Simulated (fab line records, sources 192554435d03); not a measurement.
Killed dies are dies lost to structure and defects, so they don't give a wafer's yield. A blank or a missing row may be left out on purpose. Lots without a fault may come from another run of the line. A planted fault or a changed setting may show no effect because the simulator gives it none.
Chamber matching | flow n5_finfet | N5_BEOL_M5_STRIP_64 on rie_diel-02: 4 sister chambers
The step strips in CF4. 4 wafers are shown with their chamber, then 9 later ones without.

WAFERS WITH THEIR CHAMBER
wafer  | chamber | showerhead_plenum_p_Torr (Torr)
L083.5 | 2       | 1.76
L086.1 | 0       | 1.83
L086.2 | 1       | 1.78
L086.4 | 3       | 1.90

WAFERS WITHOUT THEIR CHAMBER
wafer  | showerhead_plenum_p_Torr (Torr)
L087.2 | 1.78
L087.4 | 1.83
L087.5 | 1.90
L093.3 | 1.89
L093.4 | 1.89
L093.6 | 1.77
L097.1 | 1.83
L097.2 | 1.89
L097.5 | 1.83

WHICH CHAMBER EACH WENT THROUGH
wafer  | from the rows above     | in truth
L087.2 | 1                       | 1
L087.4 | 0                       | 0
L087.5 | 3                       | 3
L093.3 | 3                       | 3
L093.4 | 3                       | 3
L093.6 | can't be placed: 1 or 2 | 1
L097.1 | 0                       | 0
L097.2 | 3                       | 3
L097.5 | 0                       | 0
Placed correctly: 8 of 9. Can't be placed from these rows: 1 (the true chamber is among the candidates in 1). Placed wrongly: 0.
How it was worked out, from the rows above alone: a wafer's distance from a chamber is the root of the sum, over the readings, of the square of ((its reading less the chamber's mean) divided by the reading's scatter). The wafer belongs to the nearest chamber; if the next one is less than 2 further off, it can't be placed. A chamber's mean is the mean of its shown wafers. The scatter: with one shown wafer a chamber, the root of the mean of the squares of how far each hidden wafer lies from its nearest shown one.
